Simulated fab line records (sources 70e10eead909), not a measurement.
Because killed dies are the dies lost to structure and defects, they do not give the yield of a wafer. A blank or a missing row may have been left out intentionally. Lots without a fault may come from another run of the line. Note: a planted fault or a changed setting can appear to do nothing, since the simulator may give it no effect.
Which tool did it? + flow nand harc + 39 wafers from 13 lots sampled at 4 of the route's 1302 steps

WHAT EACH GAUGE READ, for each wafer
NHARC_P_ZERO_WELL_CD_MEAS_52: the cd target is 2000 nm. Usual: cd nm 1999.6 nm, standard deviation 1.3.
| lot  | measured     | on        | cd nm (nm)           | flag |
|------|--------------|-----------|----------------------|------|
| L721 | day 2 02:00  | cd sem-02 | 1997.4 1998.8 2000.1 |      |
| L722 | day 2 12:01  | cd sem-01 | 2000.5 2001.6 2002.7 |      |
| L723 | day 2 21:37  | cd sem-02 | 1997.9 1996.9 1998.7 |      |
| L724 | day 3 07:39  | cd sem-02 | 1999.5 1999.6 1998.4 |      |
| L726 | day 4 03:37  | cd sem-03 | 1912.9 1911.4 1912.3 | OFF  |
| L735 | day 7 22:11  | cd sem-03 | 2000.2 1997.9 2000.7 |      |
| L736 | day 8 07:47  | cd sem-03 | 1999.8 1997.7 1997.1 |      |
| L738 | day 9 03:41  | cd sem-01 | 2000.6 1999.8 2001.2 |      |
| L739 | day 9 15:28  | cd sem-03 | 2000.1 1999.6 1999.1 |      |
| L740 | day 9 23:54  | cd sem-02 | 2000.5 2000.0 2000.3 |      |
| L742 | day 10 20:08 | cd sem-02 | 2001.4 1998.8 1998.1 |      |
| L743 | day 11 05:53 | cd sem-01 | 1998.6 1998.0 1998.5 |      |
| L744 | day 11 15:36 | cd sem-03 | 2000.0 2001.2 2000.0 |      |

NHARC_P_GATE_INSPECT_28. Usual: raw defect count 6, standard deviation 3.1.
| lot  | measured     | on                | raw defect count | flag |
|------|--------------|-------------------|------------------|------|
| L721 | day 4 22:25  | defect inspect-02 | 7 7 6            |      |
| L722 | day 5 16:08  | defect inspect-01 | 2 4 11           |      |
| L723 | day 5 18:20  | defect inspect-02 | 5 3 7            |      |
| L724 | day 6 12:23  | defect inspect-02 | 6 4 3            |      |
| L726 | day 6 23:40  | defect inspect-02 | 3 4 5            |      |
| L735 | day 11 04:08 | defect inspect-02 | 10 11 7          |      |
| L736 | day 11 03:59 | defect inspect-01 | 6 5 2            |      |
| L738 | day 12 03:48 | defect inspect-02 | 9 8 7            |      |
| L739 | day 12 17:03 | defect inspect-01 | 7 3 4            |      |
| L740 | day 13 03:55 | defect inspect-01 | 10 1 4           |      |
| L742 | day 13 22:41 | defect inspect-02 | 8 11 4           |      |
| L743 | day 14 03:26 | defect inspect-02 | 5 5 2            |      |
| L744 | day 14 12:39 | defect inspect-01 | 4 3 4            |      |

WHAT TOOL EACH LOT RAN ON (gives the tool, then ch and the chambers of the sampled wafers, and finally the start)
| lot  | NHARC_P_ZERO_WELL_EXPOSE_49       | NHARC_P_GATE_HM_DEP_102       |
|------|-----------------------------------|-------------------------------|
| L721 | krf scanner-03 ch 0, day 2 01:51  | acl dep-01 ch 0, day 4 21:10  |
| L722 | krf scanner-02 ch 0, day 2 11:52  | acl dep-01 ch 0, day 5 14:52  |
| L723 | krf scanner-01 ch 0, day 2 21:28  | acl dep-03 ch 0, day 5 17:10  |
| L724 | krf scanner-01 ch 0, day 3 07:29  | acl dep-02 ch 0, day 6 10:55  |
| L726 | krf scanner-01 ch 0, day 4 03:28  | acl dep-02 ch 0, day 6 22:12  |
| L735 | krf scanner-03 ch 0, day 7 22:01  | acl dep-02 ch 0, day 11 02:38 |
| L736 | krf scanner-02 ch 0, day 8 07:38  | acl dep-01 ch 0, day 11 02:38 |
| L738 | krf scanner-03 ch 0, day 9 03:32  | acl dep-02 ch 0, day 12 02:34 |
| L739 | krf scanner-03 ch 0, day 9 15:19  | acl dep-02 ch 0, day 12 16:02 |
| L740 | krf scanner-01 ch 0, day 9 23:45  | acl dep-03 ch 0, day 13 02:54 |
| L742 | krf scanner-02 ch 0, day 10 19:58 | acl dep-01 ch 0, day 13 21:13 |
| L743 | krf scanner-01 ch 0, day 11 05:44 | acl dep-03 ch 0, day 14 02:05 |
| L744 | krf scanner-01 ch 0, day 11 15:26 | acl dep-03 ch 0, day 14 11:18 |
- NHARC_P_ZERO_WELL_EXPOSE_49: exposes mask P HVPW, target cd 2000 nm.
- NHARC_P_GATE_HM_DEP_102: deposits aC, target thk 120 nm.

WHAT THE TOOLS THEMSELVES READ (means of the sampled wafers that have a number; where no wafer has one, the mark that the record gives instead)
NHARC_P_ZERO_WELL_EXPOSE_49. Usual: reticle temp C 22.99 C, standard deviation 0.098.
| lot  | tool           | reticle temp C (C) | flag |
|------|----------------|--------------------|------|
| L721 | krf scanner-03 | 23.12              |      |
| L722 | krf scanner-02 | 22.95              |      |
| L723 | krf scanner-01 | 22.94              |      |
| L724 | krf scanner-01 | 23.01              |      |
| L726 | krf scanner-01 | 23.02              |      |
| L735 | krf scanner-03 | 23.08              |      |
| L736 | krf scanner-02 | 22.97              |      |
| L738 | krf scanner-03 | 23.05              |      |
| L739 | krf scanner-03 | 23.01              |      |
| L740 | krf scanner-01 | 22.96              |      |
| L742 | krf scanner-02 | 23.02              |      |
| L743 | krf scanner-01 | 22.97              |      |
| L744 | krf scanner-01 | 22.91              |      |

NHARC_P_GATE_HM_DEP_102. Usual: throttle valve pct 35.001 %, standard deviation 0.0086.
| lot  | tool       | throttle valve pct (%) | flag |
|------|------------|------------------------|------|
| L721 | acl dep-01 | 34.998                 |      |
| L722 | acl dep-01 | 35.003                 |      |
| L723 | acl dep-03 | 35.007                 |      |
| L724 | acl dep-02 | 35.003                 |      |
| L726 | acl dep-02 | 34.999                 |      |
| L735 | acl dep-02 | 34.994                 |      |
| L736 | acl dep-01 | 35.007                 |      |
| L738 | acl dep-02 | 35.003                 |      |
| L739 | acl dep-02 | 35.004                 |      |
| L740 | acl dep-03 | 35.005                 |      |
| L742 | acl dep-01 | 35.000                 |      |
| L743 | acl dep-03 | 35.006                 |      |
| L744 | acl dep-03 | 34.990                 |      |

THE ANSWER, worked out from the rows above alone
Rule: lot off if the mean of its wafers having a number is beyond 3 standard deviations from the usual mean. A lot without any number at a reading at which 4 lots or more have one is off too. The other lots that the step has rows for count as sound. After the gauges, taken in route order, come the tools' own readings; for these a lot's mean is taken, as printed above. At the first step where some lot is off, the reading lying furthest off is the one used; lots without a number count as furthest.
Off, at NHARC_P_ZERO_WELL_CD_MEAS_52 on cd nm: L726.
If a tool, at a process step before that reading, ran all the lots that are off and no sound lot after the first of them, it fits. The gauges at NHARC_P_ZERO_WELL_CD_MEAS_52 are tried like those tools. None of those tried fits.

WHAT THE SIMULATOR HAD PUT IN
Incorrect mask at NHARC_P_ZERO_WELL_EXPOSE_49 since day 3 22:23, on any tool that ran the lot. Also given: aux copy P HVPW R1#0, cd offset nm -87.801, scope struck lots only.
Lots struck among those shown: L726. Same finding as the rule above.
